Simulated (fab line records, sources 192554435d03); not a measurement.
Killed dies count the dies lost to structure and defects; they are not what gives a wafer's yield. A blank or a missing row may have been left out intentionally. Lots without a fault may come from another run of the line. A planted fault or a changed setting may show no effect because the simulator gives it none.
Chamber matching -- flow n5Finfet -- N5_BEOL_M11_DESCUM_16 on rieDiel-03: 4 sister chambers
The step chemistry O2, time 7.9 s. 16 wafers are shown with their chamber, then 8 later ones without.

## EACH WAFER AND ITS CHAMBER
wafer,chamber,drypumpMotorCurrentA (A),showerheadPlenumPTorr (Torr),oesProductAu (a.u.)
L583.1,1,6.1,2.18,0.73
L583.3,0,6.2,2.01,0.78
L583.6,3,6.3,2.14,0.88
L585.2,2,5.5,2.09,0.73
L585.3,1,6.1,2.18,0.73
L585.6,3,6.2,2.14,0.88
L587.1,0,6.2,2.01,0.77
L587.3,3,6.2,2.14,0.87
L587.5,3,6.2,2.14,0.87
L590.4,3,6.2,2.13,0.86
L590.5,0,6.2,2.00,0.76
L590.6,1,6.1,2.18,0.72
L595.2,1,6.2,2.17,0.71
L595.3,0,6.2,2.00,0.75
L595.5,2,5.5,2.08,0.72
L593.1,1,6.1,2.17,0.71

SIGNATURES (averages over the wafers above)
reading,chamber 0,chamber 1,chamber 2,chamber 3,scatter within a chamber
drypumpMotorCurrentA,6.200,6.120,5.500,6.220,0.0365
showerheadPlenumPTorr,2.0050,2.1760,2.0850,2.1380,0.0054
oesProductAu,0.7650,0.7200,0.7250,0.8720,0.0101
Rule: for a wafer and a chamber, the distance is found by dividing, reading by reading, the gap between the wafer's reading and the chamber's mean by the reading's scatter, squaring, summing and taking the root. If the next closest chamber is less than 2 further off than the closest, the wafer can't be placed; otherwise it belongs to the closest. The scatter is the square root of a quotient: the sum, over the shown wafers, of each reading's squared deviation from its chamber's mean, divided by wafers minus chambers.

## WAFERS WITH NO CHAMBER GIVEN
wafer,drypumpMotorCurrentA (A),showerheadPlenumPTorr (Torr),oesProductAu (a.u.)
L593.2,5.5,2.08,0.72
L593.3,6.2,2.00,0.74
L594.2,6.2,2.13,0.84
L594.3,6.2,2.00,0.75
L594.4,6.2,2.17,0.71
L597.1,6.2,2.00,0.74
L597.3,5.5,2.08,0.71
L597.4,6.2,2.13,0.84

## THE CHAMBER EACH PASSED THROUGH
wafer,from the rows above,in truth
L593.2,2,2
L593.3,0,0
L594.2,3,3
L594.3,0,0
L594.4,1,1
L597.1,0,0
L597.3,2,2
L597.4,3,3
8 of 8 placed correctly. From these rows, 0 cannot be placed. 0 placed wrongly.
